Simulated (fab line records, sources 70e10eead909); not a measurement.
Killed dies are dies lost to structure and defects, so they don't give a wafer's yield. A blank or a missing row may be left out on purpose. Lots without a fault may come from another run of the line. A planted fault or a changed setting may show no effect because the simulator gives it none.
fab line records | flow nand_harc | part 1 of 2: steps 1 to 32 of 48
record lots=5 wafers=15 last_day=33
route steps=1302 shown P_ZERO_WELL@4
lots that met no fault: from a run of the same line without faults
start_h: hours from the record's first day to the start of the lot's first wafer shown | wait_h: hours since the lot's step before | " the same as in the row above | L1.1+2: a row that stands for several wafers | - no value, or no start given | * or withheld: withheld | < > ~ a bound
route shown NAME@n: a module of which the file shows steps, and the number in the route of the first | usual: mean/standard deviation of fault-free wafers | same: alike in all rows | chamber/n: place in a boat | sites: the reading at each site | _std_site: their standard deviation | _edge_site: outer sites' mean less inner sites' | radius_mm: how far each site lies from the wafer's centre | mask NAME#n: copy n | behind: the tool/chamber that last shaped the wafer | hold: why the lot was held/for how many hours/how that ended | device: the transistor (n, p or np) that didn't switch | end of line: the same wafers' tests at the end of the route | a step without rows: its recipe alone | killed: dies lost to structure and defects at the first sort, not the wafer's yield | map: a wafer's dies, x killed, . not, _ none there
set.NAME: the setting as run; set.NAME@STEP: as run at that earlier step | model.NAME: the simulator's own value behind a step, which no gauge read
lots at some steps of the route; a table a step, a row a wafer
services: from which hour (start_h, from the record's first day; less than 0 if before it) a tool's chamber was out of use, for how many hours, and why
## steps
# step NHARC_P_ZERO_WELL_PECVD_02
# recipe target_thk_a=100 temp_c=400 pressure_torr=6.5 rf_w=withheld teos_flow_sccm=withheld flow_sccm=2650 target_thk_nm=10 gas=O2 material=SiO2
# columns lot.wafer tool chamber start_h wait_h
L074.1+2+6 pecvd-03 2,1,2 4.59 -
L076.2+4+6 pecvd-03 1,0,2 16.48 -
L077.2+1+4 pecvd-03 2,1,1 26.45 -
L094.3+5+4 pecvd-02 2,0,1 196.44 -
L097.2+4+5 pecvd-04 0 226.50 -
# step NHARC_P_ZERO_WELL_DEHYDRATE_03
# recipe temp_c=150 time_s=120
# columns lot.wafer tool chamber start_h wait_h
L074.1+2+6 litho_track-05 0 4.94 -
L076.2+4+6 litho_track-07 0 16.79 -
L077.1+2+4 litho_track-07 0 26.80 -
L094.3+4+5 litho_track-07 0 196.80 -
L097.2+4+5 litho_track-05 0 226.91 0.4
# step NHARC_P_ZERO_WELL_HMDS_04
# recipe time_s=30
# columns lot.wafer tool chamber start_h wait_h
L074.1+2+6 litho_track-05 0 - -
L076.2+4+6 litho_track-07 0 - -
L077.1+2+4 litho_track-07 0 - -
L094.3+4+5 litho_track-07 0 - -
L097.2+4+5 litho_track-05 0 - -
# step NHARC_P_ZERO_WELL_COAT_64
# recipe temp_c=200 time_s=65
# columns lot.wafer tool chamber start_h wait_h
L074.1+2+6 litho_track-05 0 - -
L076.2+4+6 litho_track-07 0 - -
L077.1+2+4 litho_track-07 0 - -
L094.3+4+5 litho_track-07 0 - -
L097.2+4+5 litho_track-05 0 - -
# step NHARC_P_ZERO_WELL_COAT_05
# recipe spin_rpm=2000 resist_thk_nm=600
# usual spin_speed_rpm=2000.1/1.2
# columns lot.wafer tool chamber start_h wait_h spin_speed_rpm
L074.1 litho_track-05 0 - - 2000.9
L074.2 " 0 " " 2002.4
L074.6 " 0 " " 2001.2
L076.2 litho_track-07 0 - - 1999.0
L076.4 " 0 " " 1999.9
L076.6 " 0 " " 2000.7
L077.1 litho_track-07 0 - - 2000.8
L077.2 " 0 " " 2000.5
L077.4 " 0 " " 2000.3
L094.3 litho_track-07 0 - - 1997.6
L094.4 " 0 " " 1998.7
L094.5 " 0 " " 1998.9
L097.2 litho_track-05 0 - - 1999.9
L097.4 " 0 " " 1999.1
L097.5 " 0 " " 2000.8
# step NHARC_P_ZERO_WELL_SOFTBAKE_06
# recipe temp_c=125 time_s=70
# columns lot.wafer tool chamber start_h wait_h
L074.1+2+6 litho_track-05 0 - -
L076.2+4+6 litho_track-07 0 - -
L077.1+2+4 litho_track-07 0 - -
L094.3+4+5 litho_track-07 0 - -
L097.2+4+5 litho_track-05 0 - -
# step NHARC_P_ZERO_WELL_EBR_07
# columns lot.wafer tool chamber start_h wait_h
L074.1+2+6 litho_track-05 0 - -
L076.2+4+6 litho_track-07 0 - -
L077.1+2+4 litho_track-07 0 - -
L094.3+4+5 litho_track-07 0 - -
L097.2+4+5 litho_track-05 0 - -
# step NHARC_P_ZERO_WELL_EXPOSE_08
# recipe na=0.55 target_cd_nm=500 dose_mj=33.8 mask_id=P_ZERO
# columns lot.wafer tool chamber start_h wait_h mask
L074.1+2+6 krf_scanner-04 0 5.22 - P_ZERO#0
L076.2+4+6 krf_scanner-03 0 17.09 - P_ZERO#0
L077.1+2+4 krf_scanner-02 0 27.09 - P_ZERO#0
L094.3+4+5 krf_scanner-03 0 196.97 - P_ZERO#0
L097.2+4+5 krf_scanner-03 0 227.08 - P_ZERO#0
# step NHARC_P_ZERO_WELL_PEB_09
# recipe peb_temp_c=128 peb_time_s=80
# columns lot.wafer tool chamber start_h wait_h
L074.1+2+6 litho_track-05 0 5.29 0.1
L076.2+4+6 litho_track-07 0 17.15 0.1
L077.1+2+4 litho_track-05 0 27.16 0.1
L094.3+4+5 litho_track-02 0 197.03 0.1
L097.2+4+5 litho_track-05 0 227.15 0.1
# step NHARC_P_ZERO_WELL_DEVELOP_10
# recipe time_s=50 dev_temp_c=22
# columns lot.wafer tool chamber start_h wait_h
L074.1+2+6 litho_track-05 0 - -
L076.2+4+6 litho_track-07 0 - -
L077.1+2+4 litho_track-05 0 - -
L094.3+4+5 litho_track-02 0 - -
L097.2+4+5 litho_track-05 0 - -
# step NHARC_P_ZERO_WELL_CD_MEAS_11
# recipe target_cd_nm=500 landing_energy_ev=500
# usual cd_nm=500.0/1.4
# columns lot.wafer tool chamber start_h wait_h cd_nm
L074.1 cd_sem-01 0 5.38 - 499.5
L074.2 " 0 " " 501.7
L074.6 " 0 " " 499.9
L076.2 cd_sem-03 0 17.24 - 499.8
L076.4 " 0 " " 499.7
L076.6 " 0 " " 498.9
L077.1 cd_sem-03 0 27.25 - 498.1
L077.2 " 0 " " 499.2
L077.4 " 0 " " 496.9
L094.3 cd_sem-03 0 197.12 - 499.6
L094.4 " 0 " " 502.0
L094.5 " 0 " " 501.3
L097.2 cd_sem-02 0 227.23 - 501.3
L097.4 " 0 " " 501.0
L097.5 " 0 " " 500.6
# step NHARC_P_ZERO_WELL_HARDBAKE_12
# recipe temp_c=118 time_s=65
# columns lot.wafer tool chamber start_h wait_h
L074.1+2+6 litho_track-05 0 5.46 -
L076.2+4+6 litho_track-02 0 17.32 -
L077.1+2+4 litho_track-05 0 27.32 -
L094.3+4+5 litho_track-07 0 197.20 -
L097.2+4+5 litho_track-05 0 227.31 -
# step NHARC_P_ZERO_WELL_DESCUM_13
# recipe time_s=3 o2_flow_sccm=200 ar_flow_sccm=0 bias_power_w=0 chemistry=O2
# usual drypump_motor_current_A=5.7/0.42 oes_product_au=1.002/0.0078 rf_vpp_V=57.7/0.89 showerhead_plenum_p_Torr=1.87/0.094 throttle_valve_pct=11.310/0.01
# columns lot.wafer tool chamber start_h wait_h drypump_motor_current_A oes_product_au rf_hours_counter_h rf_vpp_V showerhead_plenum_p_Torr throttle_valve_pct
L074.1 rie_diel-04 3 5.53 - 6.1 0.995 4 57.3 1.83 11.309
L074.2 " 0 " " 5.9 0.985 5 57.1 1.79 11.325
L074.6 " 3 " " 6.1 0.999 - 56.5 1.83 11.310
L076.2 rie_diel-03 1 17.39 - 5.9 0.992 36 57.6 1.85 11.299
L076.4 " 2 " " 5.0 1.002 33 58.3 2.07 11.302
L076.6 " 2 " " 5.0 1.016 - 58.0 2.06 11.304
L077.2 rie_diel-03 3 27.40 - 6.1 0.992 42 58.3 1.80 11.326
L077.1 " 0 " " 5.2 1.000 41 56.3 1.88 11.314
L077.4 " 2 " " 5.0 0.993 35 57.6 2.06 11.304
L094.3 rie_diel-04 2 197.27 - 5.6 1.000 9 58.0 1.82 11.311
L094.4 " 1 " " 6.0 1.003 8 58.3 1.92 11.296
L094.5 " 3 " " 6.1 1.017 - 57.9 1.81 11.320
L097.4 rie_diel-05 0 227.40 - 6.2 1.005 4 58.3 1.79 11.298
L097.2 " 1 " " 5.4 1.006 4 58.4 1.97 11.303
L097.5 " 0 " " 6.2 1.009 - 57.9 1.79 11.306
# step NHARC_P_ZERO_WELL_ETCH_65
# recipe target_depth_a=800 overetch_a=240 time_s=87.88 ion_energy_ev=200 n2_flow_sccm=150 h2_flow_sccm=150 ar_flow_sccm=0 rf_w=400 bias_w=150 chemistry=N2/H2
# usual drypump_motor_current_A=5.7/0.41 n2_flow_sccm=150.0/0.46 oes_product_au=1.002/0.0069 rf_vpp_V=429.4/2.8 showerhead_plenum_p_Torr=2.00/0.1 throttle_valve_pct=14.172/0.0087
# columns lot.wafer tool chamber start_h wait_h drypump_motor_current_A n2_flow_sccm oes_product_au rf_hours_counter_h rf_vpp_V showerhead_plenum_p_Torr throttle_valve_pct
L074.2 rie_diel-04 1 5.64 0.1 6.0 150.8 1.003 5 431.3 2.06 14.151
L074.1 " 3 " " 6.1 150.2 1.006 4 428.3 1.95 14.169
L074.6 " 3 " " 6.1 150.0 1.016 - 426.8 1.94 14.173
L076.2 rie_diel-03 3 17.49 0.1 6.1 150.2 0.989 40 427.4 1.92 14.158
L076.4 " 1 " " 5.9 149.5 0.999 36 428.9 1.97 14.173
L076.6 " 0 " " 5.2 149.9 1.007 - 429.2 2.00 14.159
L077.1 rie_diel-03 3 27.49 0.1 6.1 150.2 1.003 42 425.2 1.92 14.166
L077.2 " 0 " " 5.2 149.1 1.001 41 430.7 2.00 14.180
L077.4 " 2 " " 5.0 150.1 1.004 35 434.2 2.21 14.175
L094.4 rie_diel-04 1 197.35 0.1 6.0 149.9 1.000 8 431.7 2.04 14.174
L094.3 " 2 " " 5.6 150.9 0.986 9 428.8 1.94 14.171
L094.5 " 2 " " 5.6 150.4 0.987 - 425.8 1.94 14.168
L097.4 rie_diel-05 3 227.48 0.1 5.2 150.3 1.002 4 434.0 2.20 14.172
L097.2 " 1 " " 5.3 150.0 1.003 4 433.8 2.10 14.159
L097.5 " 2 " " 6.1 150.4 1.003 - 427.1 1.91 14.174
# step NHARC_P_ZERO_WELL_ETCH_62
# recipe target_depth_a=130 time_s=6.5 chf3_flow_sccm=50 ar_flow_sccm=200 rf_w=500 bias_w=200 chemistry=CHF3/Ar
# usual drypump_motor_current_A=5.7/0.42 oes_product_au=0.963/0.014 rf_vpp_V=369.5/2.4 showerhead_plenum_p_Torr=2.30/0.11 throttle_valve_pct=20.217/0.0082
# columns lot.wafer tool chamber start_h wait_h drypump_motor_current_A oes_product_au rf_hours_counter_h rf_vpp_V showerhead_plenum_p_Torr throttle_valve_pct
L074.1 rie_diel-04 3 - - 6.1 0.979 4 369.4 2.24 20.228
L074.2 " 1 " " 5.9 0.969 5 371.6 2.37 20.223
L074.6 " 0 " " 5.9 0.969 - 368.0 2.20 20.221
L076.4 rie_diel-03 0 - - 5.2 0.965 39 370.1 2.30 20.234
L076.2 " 1 " " 5.9 0.936 36 369.9 2.27 20.213
L076.6 " 0 " " 5.2 0.962 - 369.9 2.30 20.210
L077.1 rie_diel-03 0 - - 5.2 0.964 41 370.0 2.30 20.224
L077.2 " 1 " " 5.9 0.968 38 367.9 2.27 20.216
L077.4 " 2 " " 5.0 0.972 35 373.7 2.52 20.209
L094.3 rie_diel-04 0 - - 6.0 0.982 11 366.5 2.18 20.219
L094.4 " 1 " " 6.0 0.987 8 371.3 2.35 20.211
L094.5 " 2 " " 5.6 0.948 - 368.7 2.23 20.215
L097.4 rie_diel-05 0 - - 6.3 0.961 4 367.0 2.20 20.216
L097.2 " 2 " " 6.2 0.987 4 368.3 2.20 20.212
L097.5 " 1 " " 5.4 0.982 - 371.3 2.41 20.225
# step NHARC_P_ZERO_WELL_ETCH_63
# recipe target_depth_a=1200 time_s=40.1 hbr_flow_sccm=150 cl2_flow_sccm=50 rf_w=400 icp_w=400 bias_w=100 chemistry=HBr/Cl2
# usual drypump_motor_current_A=5.9/0.6 oes_product_au=0.999/0.0088 throttle_valve_pct=26.406/0.0098
# columns lot.wafer tool chamber start_h wait_h drypump_motor_current_A oes_product_au rf_hours_counter_h throttle_valve_pct
L074.1 rie_si-06 1 5.83 - 4.7 0.999 0.7 26.407
L074.2 " 3 " " 5.7 1.021 0.8 26.404
L074.6 " 1 " " 4.7 1.001 - 26.409
L076.2 rie_si-05 1 17.69 - 6.5 1.004 0.5 26.404
L076.4 " 3 " " 6.1 0.998 - 26.408
L076.6 " 2 " " 6.4 0.991 - 26.408
L077.1 rie_si-05 2 27.68 - 6.4 0.999 0.4 26.403
L077.4 " 3 " " 6.1 0.998 0.5 26.412
L077.2 " 0 " " 5.5 1.001 0.6 26.419
L094.3 rie_si-06 1 197.54 - 4.7 0.994 1.1 26.385
L094.4 " 3 " " 5.7 1.011 1.0 26.417
L094.5 " 1 " " 4.6 1.004 - 26.425
L097.4 rie_si-02 2 227.64 - 6.5 0.993 0.8 26.405
L097.2 " 3 " " 5.0 0.999 0.7 26.410
L097.5 " 2 " " 6.5 0.995 - 26.384
# step NHARC_P_ZERO_WELL_STRIP_15
# recipe time_s=900 temp_c=130 chemistry=SPM
# usual bath_guard_temp_C=130.0/0.47 temp_c=129.99/0.14
# columns lot.wafer tool chamber start_h wait_h bath_guard_temp_C temp_c
L074.1 wet_bench-04 1 5.98 - 130.3 130.12
L074.6 " 2 " " 129.8 129.81
L074.2 " 3 " " 130.3 129.86
L076.2 wet_bench-04 5 17.87 - 130.5 129.73
L076.6 " 7 " " 129.3 130.02
L076.4 " 0 " " 129.8 129.82
L077.2 wet_bench-05 1 27.84 - 130.0 129.94
L077.4 " 2 " " 129.9 130.02
L077.1 " 3 " " 130.7 129.98
L094.4 wet_bench-09 7 197.68 - 129.3 129.94
L094.3 " 0 " " 130.7 130.11
L094.5 " 1 " " 129.9 130.12
L097.4 wet_bench-05 1 227.79 - 129.6 130.10
L097.5 " 4 " " 129.4 129.95
L097.2 " 5 " " 129.1 130.09
# step NHARC_P_ZERO_WELL_DEHYDRATE_16
# recipe temp_c=150 time_s=120
# columns lot.wafer tool chamber start_h wait_h
L074.1+2+6 litho_track-07 0 6.32 -
L076.2+4+6 litho_track-07 0 18.20 -
L077.1+2+4 litho_track-07 0 28.17 -
L094.3+4+5 litho_track-07 0 198.03 -
L097.2+4+5 litho_track-05 0 228.14 -
# step NHARC_P_ZERO_WELL_HMDS_17
# recipe time_s=30
# columns lot.wafer tool chamber start_h wait_h
L074.1+2+6 litho_track-07 0 - -
L076.2+4+6 litho_track-07 0 - -
L077.1+2+4 litho_track-07 0 - -
L094.3+4+5 litho_track-07 0 - -
L097.2+4+5 litho_track-05 0 - -
# step NHARC_P_ZERO_WELL_COAT_18
# recipe spin_rpm=withheld
# columns lot.wafer tool chamber start_h wait_h
L074.1+2+6 litho_track-07 0 - -
L076.2+4+6 litho_track-07 0 - -
L077.1+2+4 litho_track-07 0 - -
L094.3+4+5 litho_track-07 0 - -
L097.2+4+5 litho_track-05 0 - -
# step NHARC_P_ZERO_WELL_SOFTBAKE_19
# recipe temp_c=122 time_s=95
# columns lot.wafer tool chamber start_h wait_h
L074.1+2+6 litho_track-07 0 - -
L076.2+4+6 litho_track-07 0 - -
L077.1+2+4 litho_track-07 0 - -
L094.3+4+5 litho_track-07 0 - -
L097.2+4+5 litho_track-05 0 - -
# step NHARC_P_ZERO_WELL_EBR_20
# columns lot.wafer tool chamber start_h wait_h
L074.1+2+6 litho_track-07 0 - -
L076.2+4+6 litho_track-07 0 - -
L077.1+2+4 litho_track-07 0 - -
L094.3+4+5 litho_track-07 0 - -
L097.2+4+5 litho_track-05 0 - -
# step NHARC_P_ZERO_WELL_EXPOSE_21
# recipe na=0.6 target_cd_nm=720 dose_mj=22.31 mask_id=P_NWELL
# columns lot.wafer tool chamber start_h wait_h mask
L074.1+2+6 krf_scanner-04 0 6.59 - P_NWELL#0
L076.2+4+6 krf_scanner-04 0 18.47 - P_NWELL#0
L077.1+2+4 krf_scanner-04 0 28.32 - P_NWELL#0
L094.3+4+5 krf_scanner-02 0 198.18 - P_NWELL#0
L097.2+4+5 krf_scanner-04 0 228.29 - P_NWELL#0
# step NHARC_P_ZERO_WELL_PEB_22
# recipe peb_temp_c=118 peb_time_s=85
# columns lot.wafer tool chamber start_h wait_h
L074.1+2+6 litho_track-05 0 6.67 0.1
L076.2+4+6 litho_track-05 0 18.53 0.1
L077.1+2+4 litho_track-07 0 28.39 0.1
L094.3+4+5 litho_track-05 0 198.24 0.1
L097.2+4+5 litho_track-02 0 228.35 0.1
# step NHARC_P_ZERO_WELL_DEVELOP_23
# recipe time_s=70
# columns lot.wafer tool chamber start_h wait_h
L074.1+2+6 litho_track-05 0 - -
L076.2+4+6 litho_track-05 0 - -
L077.1+2+4 litho_track-07 0 - -
L094.3+4+5 litho_track-05 0 - -
L097.2+4+5 litho_track-02 0 - -
# step NHARC_P_ZERO_WELL_CD_MEAS_24
# recipe target_cd_nm=720 landing_energy_ev=500
# usual cd_nm=719.9/1.1
# columns lot.wafer tool chamber start_h wait_h cd_nm
L074.1 cd_sem-03 0 6.76 - 719.9
L074.2 " 0 " " 719.7
L074.6 " 0 " " 719.5
L076.2 cd_sem-01 0 18.63 - 719.3
L076.4 " 0 " " 721.5
L076.6 " 0 " " 721.0
L077.1 cd_sem-02 0 28.48 - 720.3
L077.2 " 0 " " 722.4
L077.4 " 0 " " 721.2
L094.3 cd_sem-01 0 198.33 - 719.8
L094.4 " 0 " " 721.8
L094.5 " 0 " " 718.9
L097.2 cd_sem-01 0 228.44 - 718.8
L097.4 " 0 " " 719.7
L097.5 " 0 " " 720.0
# step NHARC_P_ZERO_WELL_HARDBAKE_25
# recipe temp_c=125 time_s=80
# columns lot.wafer tool chamber start_h wait_h
L074.1+2+6 litho_track-05 0 6.84 -
L076.2+4+6 litho_track-07 0 18.71 -
L077.1+2+4 litho_track-07 0 28.56 -
L094.3+4+5 litho_track-02 0 198.41 -
L097.2+4+5 litho_track-05 0 228.52 -
# step NHARC_P_ZERO_WELL_DESCUM_26
# recipe time_s=3 o2_flow_sccm=200 ar_flow_sccm=0 bias_power_w=0 chemistry=O2
# usual drypump_motor_current_A=5.7/0.42 oes_product_au=1.001/0.0065 rf_vpp_V=57.6/0.96 showerhead_plenum_p_Torr=1.88/0.1 throttle_valve_pct=11.312/0.0089
# columns lot.wafer tool chamber start_h wait_h drypump_motor_current_A oes_product_au rf_hours_counter_h rf_vpp_V showerhead_plenum_p_Torr throttle_valve_pct
L074.2 rie_diel-04 3 6.92 - 6.0 1.008 4 56.0 1.83 11.308
L074.1 " 0 " " 5.9 1.008 5 57.8 1.79 11.312
L074.6 " 1 " " 6.0 1.005 - 58.6 1.94 11.314
L076.4 rie_diel-03 2 18.78 - 5.0 1.004 34 57.4 2.06 11.313
L076.2 " 0 " " 5.2 1.003 40 57.0 1.88 11.327
L076.6 " 3 " " 6.1 0.998 - 57.9 1.80 11.319
L077.1 rie_diel-04 3 28.64 - 6.1 0.998 12 56.4 1.82 11.321
L077.4 " 0 " " 5.9 0.992 14 57.8 1.79 11.308
L077.2 " 1 " " 6.0 1.004 13 58.3 1.93 11.303
L094.3 rie_diel-03 1 198.49 - 5.9 1.003 28 57.4 1.84 11.308
L094.4 " 3 " " 6.1 1.008 34 58.3 1.79 11.313
L094.5 " 2 " " 5.0 1.002 - 59.5 2.05 11.306
L097.2 rie_diel-05 0 228.60 - 6.3 1.007 4 56.8 1.79 11.324
L097.4 " 2 " " 6.1 1.016 4 56.4 1.79 11.313
L097.5 " 1 " " 5.4 1.009 - 56.4 1.97 11.305
# step NHARC_P_ZERO_WELL_IMPLANT_27
# recipe energy_kev=600 dose_cm2=1e+13 tilt_deg=7
# columns lot.wafer tool chamber start_h wait_h
L074.1+2+6 implanter-02 0 7.09 0.1
L076.2+4+6 implanter-01 0 18.96 0.1
L077.1+2+4 implanter-02 0 28.78 0.1
L094.3+4+5 implanter-02 0 198.69 0.2
L097.2+4+5 implanter-01 0 228.78 0.2
# step NHARC_P_ZERO_WELL_IMPLANT_57
# recipe energy_kev=250 dose_cm2=4e+12 tilt_deg=7
# columns lot.wafer tool chamber start_h wait_h
L074.1+2+6 implanter-02 0 7.27 0.2
L076.2+4+6 implanter-01 0 19.14 0.1
L077.1+2+4 implanter-02 0 28.96 0.1
L094.3+4+5 implanter-02 0 198.87 0.1
L097.2+4+5 implanter-01 0 228.96 0.1
# step NHARC_P_ZERO_WELL_IMPLANT_58
# recipe energy_kev=100 dose_cm2=2e+12 tilt_deg=7
# columns lot.wafer tool chamber start_h wait_h
L074.1+2+6 implanter-02 0 7.45 0.1
L076.2+4+6 implanter-01 0 19.32 0.1
L077.1+2+4 implanter-02 0 29.14 0.2
L094.3+4+5 implanter-02 0 199.05 0.2
L097.2+4+5 implanter-01 0 229.14 0.1
# step NHARC_P_ZERO_WELL_STRIP_28
# recipe time_s=840 temp_c=130 chemistry=SPM
# usual bath_guard_temp_C=130.0/0.55 temp_c=130.00/0.14
# columns lot.wafer tool chamber start_h wait_h bath_guard_temp_C temp_c
L074.2 wet_bench-09 5 7.66 0.2 131.2 129.92
L074.1 " 6 " " 129.5 130.09
L074.6 " 1 " " 130.3 130.03
L076.6 wet_bench-04 3 19.50 0.0 130.0 129.94
L076.2 " 5 " " 130.4 129.90
L076.4 " 0 " " 129.6 129.85
L077.2 wet_bench-05 1 29.36 0.2 129.8 129.97
L077.1 " 3 " " 130.8 129.92
L077.4 " 6 " " 129.9 130.06
L094.3 wet_bench-05 3 199.20 0.1 130.9 130.10
L094.4 " 5 " " 129.1 129.80
L094.5 " 6 " " 130.1 129.97
L097.2 wet_bench-04 0 229.37 0.2 129.7 130.06
L097.5 " 1 " " 130.4 129.84
L097.4 " 2 " " 129.7 130.04
